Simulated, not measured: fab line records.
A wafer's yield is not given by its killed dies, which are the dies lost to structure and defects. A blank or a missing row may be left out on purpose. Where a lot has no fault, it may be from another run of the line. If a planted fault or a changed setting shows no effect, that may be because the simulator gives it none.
Matching of chambers    flow nandHarc    3 sister chambers for NHARC_A_CONTACT_DEP_29 on pecvd-04
The step deposits SiON, target thk 100 nm. 3 wafers are shown with their chamber, then 12 later ones without.

## WAFERS WITH THEIR CHAMBER
wafer   chamber  heaterPowerW (W)
L090.4  1        658
L090.5  2        689
L090.6  0        697

## WAFERS WHOSE CHAMBER IS MISSING
wafer   heaterPowerW (W)
L092.4  659
L092.5  721
L092.6  776
L093.2  637
L093.3  708
L093.6  655
L096.2  740
L096.3  626
L096.4  747
L097.1  730
L097.2  653
L097.5  711

## CHAMBER TAKEN BY EACH
wafer   from the rows above           in truth
L092.4  can't be placed: 1 or 2 or 0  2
L092.5  can't be placed: 0 or 2 or 1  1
L092.6  can't be placed: 0 or 2 or 1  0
L093.2  can't be placed: 1 or 2 or 0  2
L093.3  can't be placed: 0 or 2 or 1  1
L093.6  can't be placed: 1 or 2 or 0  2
L096.2  can't be placed: 0 or 2 or 1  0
L096.3  can't be placed: 1 or 2 or 0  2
L096.4  can't be placed: 0 or 2 or 1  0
L097.1  can't be placed: 0 or 2 or 1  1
L097.2  can't be placed: 1 or 2 or 0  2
L097.5  can't be placed: 0 or 2 or 1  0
0 of 12 placed correctly. Cannot be placed on the basis of these rows: 12; the candidates contain the true chamber in 12. Number placed wrongly: 0.
How it was worked out, from the rows above alone: a wafer's distance from a chamber is the root of the sum, over the readings, of the square of ((its reading less the chamber's mean) divided by the reading's scatter). The wafer belongs to the nearest chamber; if the next one is less than 2 further off, it can't be placed. Each chamber's mean is taken over the wafers shown for it. The scatter: with one shown wafer a chamber, the root of the mean of the squares of how far each hidden wafer lies from its nearest shown one.
